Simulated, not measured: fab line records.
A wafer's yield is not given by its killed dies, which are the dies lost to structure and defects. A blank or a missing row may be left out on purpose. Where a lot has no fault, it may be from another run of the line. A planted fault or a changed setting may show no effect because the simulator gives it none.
fab line records -- flow nandHarc
record: lots: 12, wafers: 36, lastDay: 33
route steps=1302 shown A_CHANNEL_HOLE_D1@479 A_ONON_D2@560 A_CHANNEL_HOLE_D2@585 END@1302
lots that met no fault: taken from a fault-free run of the same line
startH: hours from the record's first day to the start of the lot's first wafer shown -- waitH: time in hours since the lot's previous step -- " repeats the value in the row above -- L1.1+2: several wafers, shown together as one row -- - either no value or no given start -- * or withheld: withheld -- < > ~ a bound
route shown NAME@n: names a module that has steps shown in the file, with the first one's number in the route -- usual: mean/standard deviation of fault-free wafers -- same: alike in all rows -- chamber/n: place in a boat -- sites: per-site readings -- _std_site: their standard deviation -- _edge_site: outer sites' mean less inner sites' -- radiusMm: for every site, how far away it sits from the centre of the wafer -- mask NAME#n: copy n -- behind: the most recent tool/chamber to have shaped the wafer -- hold: what put the lot on hold/how long, in hours/how the hold closed -- device: which transistor (n, p or np) failed to switch -- end of line: the tests these same wafers got at the end of their route -- a step without rows: its recipe alone -- killed: the dies lost at the first sort to structure and to defects; this is not the yield of the wafer -- map: the dies of a wafer, with x for killed, . for not killed, _ for no die there
set.NAME: the setting as run; set.NAME@STEP: as run at that earlier step -- model.NAME: the simulator's own value behind a step, which no gauge read
steps of the route over a sample of lots; a table a step, a row a wafer
services: the hour from which a tool's chamber was out of use, counted from the record's first day as startH (under 0 if before that day), plus the number of hours and why
== steps ==
step: NHARC_A_CHANNEL_HOLE_D1_ETCH_33
recipe: biasV: 400, sourceW: 2000, pressureMtorr: 25, timeS: 90, arFlowSccm: 375, c4f8FlowSccm: 41.7, o2FlowSccm: 83.3, tempC: -20, targetDepthA: 4000, chemistry: C4F8/O2/Ar
usual: c4f8FlowSccm: 41.72/0.12, drypumpMotorCurrentA: 5.27/0.19, showerheadPlenumPTorr: 3.70/0.12, throttleValvePct: 27.621/0.0086
lot.wafer,tool,chamber,startH,waitH,c4f8FlowSccm,drypumpMotorCurrentA,rfHoursCounterH,showerheadPlenumPTorr,throttleValvePct
L365.2,harEtch-02,0,191.18,0.2,41.74,5.64,303,3.80,27.631
L365.3,harEtch-02,1,191.18,0.2,41.74,5.21,-,3.47,27.610
L365.6,harEtch-02,0,191.18,0.2,41.86,5.67,-,3.80,27.623
L366.1,harEtch-01,1,205.44,0.2,41.71,5.11,103,3.72,27.628
L366.4,harEtch-01,1,205.44,0.2,41.74,5.10,-,3.72,27.622
L366.6,harEtch-01,1,205.44,0.2,41.87,5.14,-,3.72,27.603
L367.1,harEtch-01,1,215.87,0.2,41.75,5.11,107,3.72,27.628
L367.3,harEtch-01,1,215.87,0.2,41.64,5.09,-,3.72,27.603
L367.6,harEtch-01,0,215.87,0.2,41.61,5.21,-,3.77,27.611
L368.4,harEtch-02,0,223.96,0.2,41.57,5.65,-,3.79,27.621
L368.3,harEtch-02,1,223.96,0.2,41.72,5.25,-,3.46,27.624
L368.5,harEtch-02,0,223.96,0.2,41.62,5.65,-,3.79,27.612
L369.3,harEtch-02,0,249.63,0.2,41.51,5.60,-,3.79,27.615
L369.4,harEtch-02,1,249.63,0.2,41.66,5.22,-,3.45,27.607
L369.6,harEtch-02,0,249.63,0.2,41.65,5.66,-,3.79,27.616
L379.2,harEtch-01,0,342.14,0.2,41.89,5.22,180,3.73,27.619
L379.5,harEtch-01,1,342.14,0.2,41.71,5.08,-,3.68,27.634
L379.6,harEtch-01,0,342.14,0.2,41.73,5.22,-,3.73,27.607
L380.2,harEtch-02,1,351.93,0.2,41.66,5.23,394,3.42,27.625
L380.5,harEtch-02,1,351.93,0.2,41.81,5.21,-,3.42,27.606
L380.6,harEtch-02,0,351.93,0.2,41.62,5.67,-,3.75,27.622
L382.2,harEtch-01,1,366.94,0.2,41.63,5.11,195,3.67,27.612
L382.3,harEtch-01,1,366.94,0.2,41.75,5.09,-,3.67,27.628
L382.4,harEtch-01,0,366.94,0.2,41.56,5.23,-,3.72,27.615
L383.1,harEtch-01,1,376.82,0.2,41.75,5.08,199,3.66,27.636
L383.4,harEtch-01,1,376.82,0.2,41.69,5.09,-,3.66,27.617
L383.6,harEtch-01,1,376.82,0.2,41.71,5.10,-,3.66,27.633
L384.2,harEtch-01,0,392.68,0.2,41.50,5.24,210,3.71,27.614
L384.3,harEtch-01,1,392.68,0.2,41.74,5.12,-,3.66,27.633
L384.6,harEtch-01,1,392.68,0.2,41.66,5.09,-,3.66,27.619
L385.1,harEtch-02,1,402.61,0.2,41.51,5.26,4,3.97,27.602
L385.2,harEtch-02,0,402.61,0.2,41.87,5.63,4,3.74,27.616
L385.4,harEtch-02,1,402.61,0.2,41.64,5.24,-,3.97,27.621
L387.2,harEtch-02,1,412.52,0.2,41.92,5.23,12,3.97,27.635
L387.1,harEtch-02,0,412.52,0.2,41.99,5.63,12,3.74,27.627
L387.5,harEtch-02,0,412.52,0.2,41.84,5.65,-,3.74,27.629
step: NHARC_A_ONON_D2_DEP_22
recipe: targetThkA: 10000, n2FlowSccm: 2750, n2oFlowSccm: 2000, nh3FlowSccm: 500, sih4FlowSccm: 210, tempC: 400
lot.wafer,tool,chamber,startH,waitH
L365.2+3+6,pecvdOnon-04,0,289.69,0.1
L366.1+4+6,pecvdOnon-01,0,307.80,0.1
L367.1+3+6,pecvdOnon-01,0,314.01,0.1
L368.3+4+5,pecvdOnon-01,0,325.64,0.2
L369.3+4+6,pecvdOnon-01,0,351.74,0.2
L379.2+5+6,pecvdOnon-01,0,434.12,0.1
L380.2+5+6,pecvdOnon-04,0,451.93,0.1
L382.2+3+4,pecvdOnon-02,0,471.92,0.1
L383.1+4+6,pecvdOnon-02,0,476.01,0.1
L384.2+3+6,pecvdOnon-02,0,492.86,0.1
L385.1+2+4,pecvdOnon-02,0,501.65,0.1
L387.1+2+5,pecvdOnon-04,0,509.43,0.1
step: NHARC_A_ONON_D2_THK_MEAS_24
recipe: thkMeasGauge: ellipsometry
usual: thkNm: 1002/8.4
lot.wafer,tool,chamber,startH,waitH,thkNm
L365.2,filmMetro-01,-,290.15,-,1001
L365.3,filmMetro-01,-,290.15,-,1001
L365.6,filmMetro-01,-,290.15,-,1000
L366.1,filmMetro-02,-,308.32,-,981
L366.4,filmMetro-02,-,308.32,-,982
L366.6,filmMetro-02,-,308.32,-,980
L367.1,filmMetro-02,-,314.52,-,1002
L367.3,filmMetro-02,-,314.52,-,1002
L367.6,filmMetro-02,-,314.52,-,1002
L368.3,filmMetro-01,-,326.04,-,1530
L368.4,filmMetro-01,-,326.04,-,1532
L368.5,filmMetro-01,-,326.04,-,1530
L369.3,filmMetro-02,-,352.14,-,1535
L369.4,filmMetro-02,-,352.14,-,1539
L369.6,filmMetro-02,-,352.14,-,1537
L379.2,filmMetro-02,-,434.57,-,1002
L379.5,filmMetro-02,-,434.57,-,1002
L379.6,filmMetro-02,-,434.57,-,1003
L380.2,filmMetro-02,-,452.38,-,1006
L380.5,filmMetro-02,-,452.38,-,1006
L380.6,filmMetro-02,-,452.38,-,1006
L382.2,filmMetro-01,-,472.37,-,1001
L382.3,filmMetro-01,-,472.37,-,1000
L382.4,filmMetro-01,-,472.37,-,1003
L383.1,filmMetro-02,-,476.53,-,1005
L383.4,filmMetro-02,-,476.53,-,1006
L383.6,filmMetro-02,-,476.53,-,1006
L384.2,filmMetro-01,-,493.30,-,995
L384.3,filmMetro-01,-,493.30,-,995
L384.6,filmMetro-01,-,493.30,-,994
L385.1,filmMetro-02,-,502.17,-,995
L385.2,filmMetro-02,-,502.17,-,996
L385.4,filmMetro-02,-,502.17,-,996
L387.1,filmMetro-02,-,509.94,-,994
L387.2,filmMetro-02,-,509.94,-,993
L387.5,filmMetro-02,-,509.94,-,994
step: NHARC_A_CHANNEL_HOLE_D2_DESCUM_15
recipe: timeS: 3, o2FlowSccm: 200, arFlowSccm: 0, biasPowerW: 0, chemistry: O2
usual: drypumpMotorCurrentA: 5.6/0.48, oesProductAu: 0.995/0.0097, rfVppV: 57.7/0.83, showerheadPlenumPTorr: 1.89/0.078, throttleValvePct: 11.312/0.0091
lot.wafer,tool,chamber,startH,waitH,drypumpMotorCurrentA,oesProductAu,rfHoursCounterH,rfVppV,showerheadPlenumPTorr,throttleValvePct
L365.2,rieDiel-11,2,297.68,0.1,6.1,0.995,2.2,59.0,1.96,11.327
L365.3,rieDiel-11,3,297.68,0.1,5.8,0.980,2.6,57.6,1.85,11.293
L365.6,rieDiel-11,1,297.68,0.1,5.3,0.995,-,59.2,1.83,11.313
L366.4,rieDiel-03,0,312.93,0.1,5.6,0.983,1.8,59.1,1.90,11.303
L366.1,rieDiel-03,2,312.93,0.1,5.9,0.983,1.8,58.4,1.78,11.312
L366.6,rieDiel-03,1,312.93,0.1,5.3,1.001,-,58.0,1.79,11.309
L367.3,rieDiel-12,0,319.13,0.1,5.6,0.991,1.5,58.2,2.04,11.320
L367.1,rieDiel-12,1,319.13,0.1,6.2,0.992,1.1,56.8,1.84,11.320
L367.6,rieDiel-12,0,319.13,0.1,5.7,0.983,-,58.0,2.04,11.302
L379.2,rieDiel-03,1,439.19,0.1,5.3,0.996,7.1,57.5,1.79,11.305
L379.5,rieDiel-03,3,439.19,0.1,6.1,1.001,-,57.4,1.85,11.316
L379.6,rieDiel-03,0,439.19,0.1,5.5,0.986,-,57.0,1.90,11.337
L380.2,rieDiel-11,3,463.18,0.1,5.8,0.988,0.7,56.2,1.85,11.324
L380.5,rieDiel-11,2,463.18,0.1,6.1,0.986,-,57.0,1.96,11.319
L380.6,rieDiel-11,3,463.18,0.1,5.8,0.986,-,57.6,1.85,11.289
L382.3,rieDiel-03,2,478.14,0.1,5.9,0.992,0.3,55.4,1.77,11.308
L382.2,rieDiel-03,3,478.14,0.1,6.0,0.988,0.3,56.5,1.85,11.309
L382.4,rieDiel-03,2,478.14,0.1,5.9,0.985,-,57.1,1.77,11.311
L383.1,rieDiel-12,0,482.50,0.1,5.6,0.997,2.9,59.6,2.04,11.324
L383.4,rieDiel-12,1,482.50,0.1,6.2,1.003,3.7,57.1,1.83,11.307
L383.6,rieDiel-12,2,482.50,0.1,4.7,1.005,-,58.2,1.98,11.299
L384.3,rieDiel-11,1,497.77,0.1,5.3,1.018,3.2,57.9,1.82,11.314
L384.2,rieDiel-11,0,497.77,0.1,4.7,0.996,4.0,56.6,1.97,11.314
L384.6,rieDiel-11,1,497.77,0.1,5.3,1.013,-,56.8,1.82,11.315
L385.4,rieDiel-12,1,510.53,0.1,6.1,1.000,4.9,57.7,1.83,11.311
L385.2,rieDiel-12,2,510.53,0.1,4.7,0.990,4.6,59.0,1.98,11.304
L385.1,rieDiel-12,3,510.53,0.1,6.1,0.992,3.8,57.0,1.87,11.320
L387.2,rieDiel-11,0,515.73,0.1,4.7,0.992,4.7,58.8,1.97,11.298
L387.1,rieDiel-11,1,515.73,0.1,5.3,1.007,4.0,57.7,1.82,11.303
L387.5,rieDiel-11,2,515.73,0.1,6.1,0.992,-,58.0,1.96,11.303
step: NHARC_A_CHANNEL_HOLE_D2_ETCH_16
recipe: targetDepthA: 31000, overEtchFrac: 0.3, timeS: 806, ionEnergyEv: 150, o2FlowSccm: 400, cosFlowSccm: 20, arFlowSccm: 0, rfW: 500, biasW: 300, chemistry: O2/COS
usual: drypumpMotorCurrentA: 5.6/0.48, oesProductAu: 0.995/0.0097, rfVppV: 313.4/2, showerheadPlenumPTorr: 3.08/0.12, throttleValvePct: 28.331/0.0087
lot.wafer,tool,chamber,startH,waitH,drypumpMotorCurrentA,oesProductAu,rfHoursCounterH,rfVppV,showerheadPlenumPTorr,throttleValvePct
L365.2,rieDiel-11,3,-,-,5.8,0.992,2.9,312.8,3.03,28.321
L365.3,rieDiel-11,0,-,-,4.7,0.987,1.8,316.5,3.21,28.327
L365.6,rieDiel-11,3,-,-,5.8,0.992,-,313.0,3.03,28.321
L366.4,rieDiel-03,3,-,-,6.0,1.002,2.2,312.6,3.02,28.326
L366.1,rieDiel-03,0,-,-,5.6,0.982,2.1,314.1,3.10,28.344
L366.6,rieDiel-03,0,-,-,5.5,0.986,-,314.0,3.10,28.344
L367.1,rieDiel-12,0,-,-,5.7,0.986,1.8,316.8,3.32,28.323
L367.3,rieDiel-12,1,-,-,6.2,0.984,1.3,313.3,3.00,28.333
L367.6,rieDiel-12,0,-,-,5.7,0.967,-,316.2,3.32,28.334
L379.2,rieDiel-03,2,-,-,5.9,1.000,7.3,310.6,2.91,28.310
L379.6,rieDiel-03,2,-,-,5.9,0.998,-,312.1,2.91,28.321
L379.5,rieDiel-03,3,-,-,6.0,1.007,-,313.2,3.02,28.328
L380.2,rieDiel-11,1,-,-,5.3,1.003,1.7,311.6,2.98,28.346
L380.6,rieDiel-11,3,-,-,5.8,0.996,-,312.5,3.02,28.336
L380.5,rieDiel-11,0,-,-,4.7,0.995,-,314.1,3.21,28.327
L382.3,rieDiel-03,2,-,-,5.9,0.983,0.7,311.5,2.91,28.327
L382.2,rieDiel-03,3,-,-,6.1,1.002,0.6,312.6,3.02,28.328
L382.4,rieDiel-03,0,-,-,5.5,0.987,-,313.9,3.10,28.340
L383.4,rieDiel-12,2,-,-,4.7,0.996,3.8,314.6,3.22,28.342
L383.1,rieDiel-12,3,-,-,6.1,0.993,3.0,313.0,3.06,28.330
L383.6,rieDiel-12,1,-,-,6.2,1.004,-,310.5,3.00,28.336
L384.2,rieDiel-11,0,-,-,4.7,0.998,4.3,316.9,3.21,28.335
L384.3,rieDiel-11,3,-,-,5.8,0.992,3.6,312.6,3.02,28.329
L384.6,rieDiel-11,0,-,-,4.8,0.990,-,314.6,3.21,28.335
L385.2,rieDiel-12,3,-,-,6.1,0.983,4.1,312.7,3.06,28.345
L385.4,rieDiel-12,0,-,-,5.7,0.981,4.4,318.6,3.31,28.343
L385.1,rieDiel-12,2,-,-,4.7,0.991,4.9,315.2,3.22,28.328
L387.1,rieDiel-11,2,-,-,6.1,1.011,3.2,315.2,3.19,28.339
L387.2,rieDiel-11,3,-,-,5.8,1.001,4.2,311.9,3.02,28.335
L387.5,rieDiel-11,2,-,-,6.1,1.000,-,314.4,3.19,28.329
step: NHARC_END_SORT_01
recipe: tempC: 25
usual: killedAtArray: 46/16, killedAtOther: 0.9/1.3, killedAtPeriphery: 4.1/3, killedDies: 51/17, killedOpen: 3.5/1.8, killedShort: 2.5/1.8
same: grossDies: 677
lot.wafer,tool,chamber,startH,waitH,killedAtArray,killedAtOther,killedAtPeriphery,killedDies,killedOpen,killedShort
L368.3,prober-01,0,610.03,3.1,671,1,5,677,2,1
L368.4,prober-01,0,610.84,3.4,667,1,9,677,7,3
L368.5,prober-01,0,611.64,3.7,669,1,7,677,4,0
L369.3,prober-02,0,627.34,3.1,671,1,5,677,4,1
L369.4,prober-02,0,628.14,3.4,674,1,2,677,1,3
L369.6,prober-02,0,629.74,4.0,677,0,0,677,2,1
killed by level:class
L368.3 A_ONON_D2:areaDep=630 A_CHANNEL_HOLE_D1:chamberFilmFlake=21 A_CHANNEL_HOLE_D2:chamberFilmFlake=15 P_CONTACT:chamberFilmFlake=2 A_CONTACT:chamberFilmFlake=2 P_CONTACT:geometricParticle:open=1 P_M0:geometricParticle:open=1 A_CHANNEL_FILL_D1:geometricParticle:short=1
L368.4 A_ONON_D2:areaDep=623 A_CHANNEL_HOLE_D1:chamberFilmFlake=16 A_CHANNEL_HOLE_D2:chamberFilmFlake=9 A_STAIRCASE:chamberFilmFlake=6 A_CONTACT:chamberFilmFlake=6 P_M0:geometricParticle:open=3 P_CONTACT:chamberFilmFlake=3 A_DECK1_JOINT:geometricParticle:short=2
L368.5 A_ONON_D2:areaDep=605 A_CHANNEL_HOLE_D2:chamberFilmFlake=27 A_CHANNEL_HOLE_D1:chamberFilmFlake=22 A_CONTACT:chamberFilmFlake=6 P_CONTACT:chamberFilmFlake=4 A_CONTACT:geometricParticle:open=2 A_CHANNEL_FILL_D1:chamberFilmFlake=2 A_WL_FILL:chamberFilmFlake=2
L369.3 A_ONON_D2:areaDep=637 A_CHANNEL_HOLE_D2:chamberFilmFlake=14 A_CHANNEL_HOLE_D1:chamberFilmFlake=8 A_CONTACT:chamberFilmFlake=4 P_M0:chamberFilmFlake=3 A_STAIRCASE:chamberFilmFlake=3 A_WL_FILL:chamberFilmFlake=2 P_CONTACT:geometricParticle:short=1
L369.4 A_ONON_D2:areaDep=611 A_CHANNEL_HOLE_D1:chamberFilmFlake=31 A_CHANNEL_HOLE_D2:chamberFilmFlake=16 A_WL_FILL:chamberFilmFlake=4 A_DECK1_JOINT:chamberFilmFlake=3 A_STAIRCASE:chamberFilmFlake=2 A_CONTACT:chamberFilmFlake=2 P_CONTACT:geometricParticle:open=1
L369.6 A_ONON_D2:areaDep=635 A_CHANNEL_HOLE_D1:chamberFilmFlake=13 A_CHANNEL_HOLE_D2:chamberFilmFlake=11 A_CONTACT:chamberFilmFlake=5 A_STAIRCASE:chamberFilmFlake=4 A_ONON_D1:geometricParticle:open=2 A_ZERO_WELL:chamberFilmFlake=2 A_SLIT:chamberFilmFlake=2
== services ==
tool,chamber,startH,hours,kind
rieDiel-12,2,171.27,3.3,repair
rieDiel-03,1,183.13,3.3,repair
pecvdOnon-02,-,185.00,13.0,pm
rieDiel-11,1,206.31,2.0,repair
rieDiel-11,2,224.62,5.0,repair
rieDiel-03,1,232.40,4.1,repair
rieDiel-12,2,236.78,9.8,repair
rieDiel-11,-,255.57,9.0,pm
rieDiel-12,-,268.52,9.0,pm
pecvdOnon-01,-,269.33,13.0,pm
rieDiel-11,0,270.32,8.9,repair
rieDiel-03,-,281.30,9.0,pm
pecvdOnon-04,-,311.29,13.0,pm
rieDiel-11,0,316.61,6.7,repair
rieDiel-11,0,362.59,8.7,repair
pecvdOnon-02,-,366.00,13.0,pm
harEtch-02,-,381.63,17.0,pm
rieDiel-11,3,390.12,1.8,repair
rieDiel-11,-,432.57,9.0,pm
rieDiel-12,-,445.52,9.0,pm
pecvdOnon-01,-,450.42,13.0,pm
rieDiel-03,-,458.30,9.0,pm
rieDiel-03,1,474.44,7.4,repair
pecvdOnon-04,-,492.29,13.0,pm
== key ==
firstSign: step: NHARC_A_ONON_D2_THK_MEAS_24, reading: thkNm, direction: up, sigmas: 63, usual: 1002, struck: 1534
effect: step: NHARC_END_SORT_01, reading: killedAtArray, direction: up, sigmas: 38, usual: 46, struck: 672
moreKillsBornAt: NHARC_A_ONON_D2_DEP_22@pecvdOnon-01: 3741
metAt NHARC_A_ONON_D2_DEP_22
struckLots L368,L369
struckWafers L368.3,L368.4,L368.5,L369.3,L369.4,L369.6
laterRowsLeftOut L368.3,L368.4,L368.5,L369.3,L369.4,L369.6
testerLeftOut L368,L369
notActingAt NHARC_A_CHANNEL_HOLE_D1_ETCH_33,NHARC_A_CHANNEL_HOLE_D2_DESCUM_15,NHARC_A_CHANNEL_HOLE_D2_ETCH_16
onsetBetween 314.01 325.64
fault: kind: processParameterDrift, tool: pecvdOnon-01, chamber: 0, onsetH: 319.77, steps: NHARC_A_ONON_D2_DEP_22, channel: targetThkA, offset: *, shape: step, endH: 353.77, actsIn: *, stated: *
testerLeftOut: of these lots the tester's yield and bins aren't shown, on N5 and GAA mostly nor the transistor test; their killed dies are dies lost to structure and defects alone, not to doping, threshold or leakage, so they don't give the yield
laterRowsLeftOut: the simulator's readings of these wafers behind a module that went badly wrong aren't trusted and aren't shown, but for the sort
